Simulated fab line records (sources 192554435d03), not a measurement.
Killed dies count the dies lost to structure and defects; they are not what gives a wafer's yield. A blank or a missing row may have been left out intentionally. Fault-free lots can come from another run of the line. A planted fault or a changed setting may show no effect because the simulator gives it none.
Which tool is to blame? -- flow n5 finfet -- 72 wafers from 24 lots sampled at 6 of the route's 1938 steps

## WHAT THE GAUGES SHOWED, per wafer
The record lacks any reading of a measuring or inspecting step that a usual standard deviation could be used to judge.

## TOOL THAT RAN EACH LOT (tool first, then ch and the chambers of the sampled wafers, then the start)
lot,N5_BEOL_M2_HM_OPEN_17,N5_BEOL_M2_VIA_ETCH_34,N5_BEOL_M2_STRIP_36,N5_BEOL_M2_DEGAS_44,N5_BEOL_M2_SPUTTER_86,N5_BEOL_M2_ANNEAL_95
L074,"rie metal-01 ch 0,1, day 6 19:21","rie diel-06 ch 1,2, day 6 20:32","rie diel-06 ch 1,2, day 6 20:36","pvd sputter-03, day 6 21:16","pvd sputter-01, day 6 22:44","pvd sputter-01, day 6 23:41"
L075,"rie metal-02 ch 0,1, day 6 19:25","rie diel-05 ch 1,2, day 6 20:37","rie diel-05 ch 1,2, day 6 20:41","pvd sputter-03, day 6 21:26","pvd sputter-02, day 7 00:18","pvd sputter-02, day 7 01:16"
L076,"rie metal-03 ch 0,1, day 7 07:02","rie diel-06 ch 0,2,3, day 7 08:43","rie diel-06 ch 0,2,3, day 7 08:47","pvd sputter-03, day 7 09:54","pvd sputter-01, day 7 11:17","pvd sputter-01, day 7 12:14"
L077,"rie metal-03 ch 0,1, day 7 10:13","rie diel-05 ch 0,3, day 7 11:55","rie diel-05 ch 0,3, day 7 11:58","pvd sputter-02, day 7 12:27","pvd sputter-01, day 7 15:41","pvd sputter-01, day 7 16:38"
L078,"rie metal-02 ch 0, day 7 18:43","rie diel-05 ch 0,1,3, day 7 23:41","rie diel-05 ch 0,1,3, day 7 23:44","pvd sputter-01, day 8 00:24","pvd sputter-02, day 8 01:41","pvd sputter-02, day 8 02:38"
L079,"rie metal-02 ch 1, day 8 01:26","rie diel-02 ch 0,1, day 8 07:43","rie diel-02 ch 0,1, day 8 07:47","pvd sputter-02, day 8 08:29","pvd sputter-03, day 8 09:45","pvd sputter-03, day 8 10:43"
L080,"rie metal-01 ch 0,1, day 8 02:40","rie diel-05 ch 1,2,3, day 8 07:22","rie diel-05 ch 1,2,3, day 8 07:25","pvd sputter-03, day 8 07:51","pvd sputter-02, day 8 09:13","pvd sputter-02, day 8 10:11"
L081,"rie metal-01 ch 0,1, day 8 08:21","rie diel-06 ch 1,2, day 8 10:25","rie diel-06 ch 1,2, day 8 10:28","pvd sputter-01, day 8 11:05","pvd sputter-03, day 8 12:27","pvd sputter-03, day 8 13:25"
L082,"rie metal-01 ch 0,1, day 8 17:38","rie diel-02 ch 1,2,3, day 8 19:32","rie diel-02 ch 1,2,3, day 8 19:35","pvd sputter-02, day 8 20:21","pvd sputter-02, day 8 21:58","pvd sputter-02, day 8 22:56"
L083,"rie metal-01 ch 0,1, day 8 20:39","rie diel-05 ch 0,2,3, day 8 23:56","rie diel-05 ch 0,2,3, day 8 23:59","pvd sputter-02, day 9 00:45","pvd sputter-02, day 9 02:14","pvd sputter-02, day 9 03:11"
L084,"rie metal-03 ch 0, day 9 01:04","rie diel-05 ch 2,3, day 9 05:40","rie diel-05 ch 2,3, day 9 05:43","pvd sputter-02, day 9 06:26","pvd sputter-01, day 9 07:42","pvd sputter-01, day 9 08:40"
L086,"rie metal-02 ch 0,1, day 9 13:01","rie diel-05 ch 0,1,3, day 9 17:55","rie diel-05 ch 0,1,3, day 9 17:59","pvd sputter-01, day 9 18:32","pvd sputter-03, day 9 20:05","pvd sputter-03, day 9 21:03"
L085,"rie metal-02 ch 0, day 9 16:59","rie diel-02 ch 0,1,2, day 9 20:56","rie diel-02 ch 0,1,2, day 9 21:00","pvd sputter-01, day 9 21:29","pvd sputter-01, day 10 00:25","pvd sputter-01, day 10 01:22"
L087,"rie metal-03 ch 0,1, day 10 02:36","rie diel-05 ch 0,3, day 10 03:46","rie diel-05 ch 0,3, day 10 03:50","pvd sputter-02, day 10 04:19","pvd sputter-02, day 10 05:40","pvd sputter-02, day 10 06:37"
L088,"rie metal-01 ch 0,1, day 10 03:09","rie diel-02 ch 1,2, day 10 04:37","rie diel-02 ch 1,2, day 10 04:40","pvd sputter-03, day 10 05:36","pvd sputter-03, day 10 07:06","pvd sputter-03, day 10 08:04"
L089,"rie metal-02 ch 0,1, day 10 08:25","rie diel-06 ch 0,1, day 10 10:20","rie diel-06 ch 0,1, day 10 10:23","pvd sputter-02, day 10 10:57","pvd sputter-01, day 10 12:12","pvd sputter-01, day 10 13:10"
L090,"rie metal-02 ch 0,1, day 10 15:16","rie diel-02 ch 0,1,3, day 10 16:21","rie diel-02 ch 0,1,3, day 10 16:25","pvd sputter-03, day 10 17:20","pvd sputter-03, day 10 18:40","pvd sputter-03, day 10 19:38"
L091,"rie metal-01 ch 0,1, day 10 21:38","rie diel-02 ch 0,1,2, day 11 05:48","rie diel-02 ch 0,1,2, day 11 05:52","pvd sputter-01, day 11 06:29","pvd sputter-02, day 11 09:12","pvd sputter-02, day 11 10:10"
L092,"rie metal-01 ch 0,1, day 11 03:08","rie diel-05 ch 0,1,3, day 11 10:24","rie diel-05 ch 0,1,3, day 11 10:28","pvd sputter-01, day 11 10:56","pvd sputter-01, day 11 12:17","pvd sputter-01, day 11 13:14"
L093,"rie metal-01 ch 0,1, day 11 11:31","rie diel-02 ch 0,2, day 11 16:11","rie diel-02 ch 0,2, day 11 16:14","pvd sputter-03, day 11 16:51","pvd sputter-02, day 11 18:10","pvd sputter-02, day 11 19:08"
L094,"rie metal-01 ch 0,1, day 11 12:16","rie diel-05 ch 1,2,3, day 11 16:40","rie diel-05 ch 1,2,3, day 11 16:44","pvd sputter-02, day 11 17:11","pvd sputter-01, day 11 19:04","pvd sputter-01, day 11 20:02"
L095,"rie metal-02 ch 0,1, day 11 15:28","rie diel-02 ch 0,2, day 11 17:09","rie diel-02 ch 0,2, day 11 17:13","pvd sputter-01, day 11 18:09","pvd sputter-03, day 11 20:23","pvd sputter-03, day 11 21:20"
L096,"rie metal-01 ch 0,1, day 12 01:14","rie diel-02 ch 1,2,3, day 12 08:20","rie diel-02 ch 1,2,3, day 12 08:24","pvd sputter-02, day 12 09:21","pvd sputter-02, day 12 10:34","pvd sputter-02, day 12 11:32"
L097,"rie metal-03 ch 0,1, day 12 01:44","rie diel-02 ch 0,2,3, day 12 09:23","rie diel-02 ch 0,2,3, day 12 09:27","pvd sputter-01, day 12 09:50","pvd sputter-01, day 12 12:40","pvd sputter-01, day 12 13:37"
- N5_BEOL_M2_HM_OPEN_17: chemistry Cl2/BCl3, target TiN, target depth 20 nm, overetch 6 nm.
- N5_BEOL_M2_VIA_ETCH_34: etches the open film in C4F6/O2, target depth 69.4 nm, time 65.9 s.
- N5_BEOL_M2_STRIP_36: strips in N2/H2.
- N5_BEOL_M2_DEGAS_44: time 60 s.
- N5_BEOL_M2_SPUTTER_86: material Cu, target thk 4.5 nm, time 8.29 s.
- N5_BEOL_M2_ANNEAL_95: time 240 s.

## WHAT THE TOOLS THEMSELVES READ (means of the sampled wafers that have a number; where no wafer has one, the mark that the record gives instead)
N5_BEOL_M2_HM_OPEN_17. Usual: drypump motor current A 5.9 A, standard deviation 0.4; oes product au 0.69 a.u., standard deviation 0.036; rf fwd power W 993 W, standard deviation 3.6; throttle valve pct 22.10 %, standard deviation 0.14.
lot,tool,drypump motor current A (A),oes product au (a.u.),rf fwd power W (W),throttle valve pct (%),flag
L074,rie metal-01,5.8,0.68,993,22.11,
L075,rie metal-02,5.6,0.70,991,22.05,
L076,rie metal-03,6.3,0.77,993,22.33,
L077,rie metal-03,6.4,0.74,994,22.20,
L078,rie metal-02,6.4,0.67,996,21.90,
L079,rie metal-02,5.2,0.72,990,22.12,
L080,rie metal-01,5.8,0.68,995,22.10,
L081,rie metal-01,5.8,0.68,996,22.10,
L082,rie metal-01,5.8,0.68,994,22.08,
L083,rie metal-01,5.8,0.68,996,22.09,
L084,rie metal-03,6.5,0.71,989,22.06,
L086,rie metal-02,5.6,0.69,990,22.06,
L085,rie metal-02,6.3,0.66,992,21.89,
L087,rie metal-03,6.3,0.73,992,22.36,
L088,rie metal-01,5.8,0.67,996,22.11,
L089,rie metal-02,5.6,0.69,987,22.05,
L090,rie metal-02,5.6,0.68,994,22.08,
L091,rie metal-01,5.8,0.67,997,22.10,
L092,rie metal-01,5.8,0.65,993,22.13,
L093,rie metal-01,5.8,0.65,997,22.14,
L094,rie metal-01,5.8,0.66,994,22.11,
L095,rie metal-02,6.0,0.66,988,21.99,
L096,rie metal-01,5.8,0.65,997,22.12,
L097,rie metal-03,6.2,0.73,992,22.37,

N5_BEOL_M2_VIA_ETCH_34. Usual: drypump motor current A 5.7 A, standard deviation 0.51; oes product au 0.77 a.u., standard deviation 0.062; rf fwd power W 346.8 W, standard deviation 1.4; rf vpp V 660 V, standard deviation 14; showerhead plenum p Torr 2.89 Torr, standard deviation 0.057; throttle valve pct 30.8 %, standard deviation 0.38.
lot,tool,drypump motor current A (A),oes product au (a.u.),rf fwd power W (W),rf vpp V (V),showerhead plenum p Torr (Torr),throttle valve pct (%),flag
L074,rie diel-06,5.6,0.74,346.5,654,2.90,30.7,
L075,rie diel-05,5.3,0.79,347.7,680,2.92,30.5,
L076,rie diel-06,5.9,0.77,347.9,656,2.86,31.1,
L077,rie diel-05,5.5,0.81,347.2,669,2.91,30.9,
L078,rie diel-05,5.7,0.82,346.6,671,2.91,30.9,
L079,rie diel-02,6.4,0.76,345.8,659,2.87,30.6,
L080,rie diel-05,5.5,0.79,346.2,671,2.93,30.6,
L081,rie diel-06,5.6,0.74,346.1,651,2.88,30.7,
L082,rie diel-02,5.8,0.73,346.0,649,2.84,31.0,
L083,rie diel-05,5.3,0.78,348.7,671,2.92,30.6,
L084,rie diel-05,5.1,0.75,347.7,672,2.94,30.3,
L086,rie diel-05,5.7,0.80,346.6,671,2.91,30.9,
L085,rie diel-02,6.0,0.75,347.2,656,2.88,30.9,
L087,rie diel-05,5.5,0.78,346.8,663,2.94,30.7,
L088,rie diel-02,5.8,0.70,346.9,655,2.82,30.9,
L089,rie diel-06,5.9,0.69,346.7,653,2.87,30.9,
L090,rie diel-02,6.2,0.76,347.0,650,2.87,30.8,
L091,rie diel-02,6.0,0.75,347.5,656,2.87,30.9,
L092,rie diel-05,5.7,0.78,346.8,670,2.90,31.0,
L093,rie diel-02,5.6,0.73,348.1,653,2.88,31.2,
L094,rie diel-05,5.5,0.76,347.5,672,2.92,30.7,
L095,rie diel-02,5.6,0.74,346.9,654,2.88,31.2,
L096,rie diel-02,5.8,0.81,345.8,647,2.83,30.9,
L097,rie diel-02,5.9,0.74,345.6,648,2.88,31.0,

N5_BEOL_M2_STRIP_36. Usual: drypump motor current A 5.7 A, standard deviation 0.51; oes product au 0.77 a.u., standard deviation 0.063; rf vpp V 59.1 V, standard deviation 1.5; showerhead plenum p Torr 2.58 Torr, standard deviation 0.066; temp c 40.00 C, standard deviation 0.1; throttle valve pct 23.70 %, standard deviation 0.27.
lot,tool,drypump motor current A (A),oes product au (a.u.),rf vpp V (V),showerhead plenum p Torr (Torr),temp c (C),throttle valve pct (%),flag
L074,rie diel-06,5.6,0.74,58.6,2.60,40.01,23.48,
L075,rie diel-05,5.3,0.78,59.5,2.62,40.01,23.58,
L076,rie diel-06,5.9,0.78,59.7,2.54,39.97,23.87,
L077,rie diel-05,5.5,0.81,59.3,2.58,40.16,23.49,
L078,rie diel-05,5.7,0.81,60.4,2.59,39.98,23.64,
L079,rie diel-02,6.3,0.76,59.7,2.58,39.89,23.65,
L080,rie diel-05,5.5,0.80,60.1,2.62,39.99,23.60,
L081,rie diel-06,5.6,0.75,60.1,2.58,40.00,23.54,
L082,rie diel-02,5.8,0.73,57.9,2.53,39.98,23.81,
L083,rie diel-05,5.3,0.78,59.2,2.61,39.98,23.46,
L084,rie diel-05,5.1,0.77,58.9,2.64,40.09,23.41,
L086,rie diel-05,5.7,0.80,59.7,2.58,39.98,23.65,
L085,rie diel-02,6.0,0.75,58.8,2.57,40.10,23.78,
L087,rie diel-05,5.5,0.79,59.8,2.61,39.96,23.49,
L088,rie diel-02,5.9,0.71,57.9,2.51,39.91,23.68,
L089,rie diel-06,5.9,0.68,60.4,2.57,40.01,23.78,
L090,rie diel-02,6.3,0.75,60.5,2.58,39.95,23.83,
L091,rie diel-02,6.0,0.74,58.6,2.57,40.07,23.79,
L092,rie diel-05,5.7,0.78,59.0,2.58,39.98,23.67,
L093,rie diel-02,5.6,0.74,58.1,2.57,39.99,23.91,
L094,rie diel-05,5.5,0.76,59.1,2.61,39.95,23.65,
L095,rie diel-02,5.6,0.74,58.6,2.56,39.78,23.93,
L096,rie diel-02,5.8,0.81,57.9,2.52,40.00,23.69,
L097,rie diel-02,5.8,0.75,59.6,2.58,39.90,23.96,

N5_BEOL_M2_DEGAS_44. Usual: heater power w 317 W, standard deviation 21; susceptor temp C 250.01 C, standard deviation 0.17.
lot,tool,heater power w (W),susceptor temp C (C),flag
L074,pvd sputter-03,338,250.18,
L075,pvd sputter-03,359,250.08,
L076,pvd sputter-03,330,249.96,
L077,pvd sputter-02,301,250.00,
L078,pvd sputter-01,318,250.10,
L079,pvd sputter-02,290,250.13,
L080,pvd sputter-03,343,249.92,
L081,pvd sputter-01,316,250.24,
L082,pvd sputter-02,316,250.17,
L083,pvd sputter-02,296,250.04,
L084,pvd sputter-02,296,249.96,
L086,pvd sputter-01,318,250.13,
L085,pvd sputter-01,323,250.09,
L087,pvd sputter-02,318,249.99,
L088,pvd sputter-03,322,249.97,
L089,pvd sputter-02,301,250.03,
L090,pvd sputter-03,334,250.02,
L091,pvd sputter-01,322,249.98,
L092,pvd sputter-01,316,250.07,
L093,pvd sputter-03,337,250.08,
L094,pvd sputter-02,293,250.19,
L095,pvd sputter-01,328,249.96,
L096,pvd sputter-02,296,249.89,
L097,pvd sputter-01,314,249.99,

N5_BEOL_M2_SPUTTER_86. Usual: susceptor temp C -20.00 C, standard deviation 0.099; throttle valve pct 29.8 %, standard deviation 1.4.
lot,tool,susceptor temp C (C),throttle valve pct (%),flag
L074,pvd sputter-01,-20.08,30.3,
L075,pvd sputter-02,-19.94,29.5,
L076,pvd sputter-01,-19.96,31.1,
L077,pvd sputter-01,-19.95,30.0,
L078,pvd sputter-02,-20.03,29.5,
L079,pvd sputter-03,-19.96,30.8,
L080,pvd sputter-02,-19.90,29.5,
L081,pvd sputter-03,-20.09,30.0,
L082,pvd sputter-02,-19.94,29.5,
L083,pvd sputter-02,-19.94,28.5,
L084,pvd sputter-01,-20.04,29.4,
L086,pvd sputter-03,-20.09,30.3,
L085,pvd sputter-01,-20.02,30.1,
L087,pvd sputter-02,-19.96,28.8,
L088,pvd sputter-03,-20.02,30.1,
L089,pvd sputter-01,-20.01,29.8,
L090,pvd sputter-03,-20.04,30.8,
L091,pvd sputter-02,-19.91,30.0,
L092,pvd sputter-01,-19.87,29.9,
L093,pvd sputter-02,-19.99,28.6,
L094,pvd sputter-01,-19.96,30.5,
L095,pvd sputter-03,-20.14,30.0,
L096,pvd sputter-02,-20.02,28.4,
L097,pvd sputter-01,-20.06,30.9,

N5_BEOL_M2_ANNEAL_95. Usual: heater power w 790 W, standard deviation 54; susceptor temp C 400.01 C, standard deviation 0.23.
lot,tool,heater power w (W),susceptor temp C (C),flag
L074,pvd sputter-01,799,400.03,
L075,pvd sputter-02,781,399.91,
L076,pvd sputter-01,810,400.01,
L077,pvd sputter-01,822,399.95,
L078,pvd sputter-02,798,399.78,
L079,pvd sputter-03,819,400.05,
L080,pvd sputter-02,774,400.20,
L081,pvd sputter-03,775,400.01,
L082,pvd sputter-02,771,400.06,
L083,pvd sputter-02,773,400.33,
L084,pvd sputter-01,769,399.98,
L086,pvd sputter-03,863,399.90,
L085,pvd sputter-01,787,399.86,
L087,pvd sputter-02,741,399.75,
L088,pvd sputter-03,794,399.99,
L089,pvd sputter-01,795,399.98,
L090,pvd sputter-03,827,400.12,
L091,pvd sputter-02,769,400.19,
L092,pvd sputter-01,802,399.85,
L093,pvd sputter-02,761,399.98,
L094,pvd sputter-01,817,399.95,
L095,pvd sputter-03,740,400.03,
L096,pvd sputter-02,768,400.20,
L097,pvd sputter-01,806,400.13,

## THE ANSWER, worked out from the rows above alone
Rule: take the mean of a lot's wafers that have a number; if it is more than 3 standard deviations from the usual mean, the lot is off. A lot without any number at a reading at which 4 lots or more have one is off too. Where the step has rows for the other lots, those lots are counted as sound. The gauges are gone through in route order, then the tools' own readings, and for those a lot's mean is taken as printed above. The first step at which some lot is off is used, and at that step the reading that is off furthest; a lot without a number counts as furthest.
No lot is off on any of the readings shown, so nothing can be concluded from this.

## WHAT THE SIMULATOR HAD PUT IN
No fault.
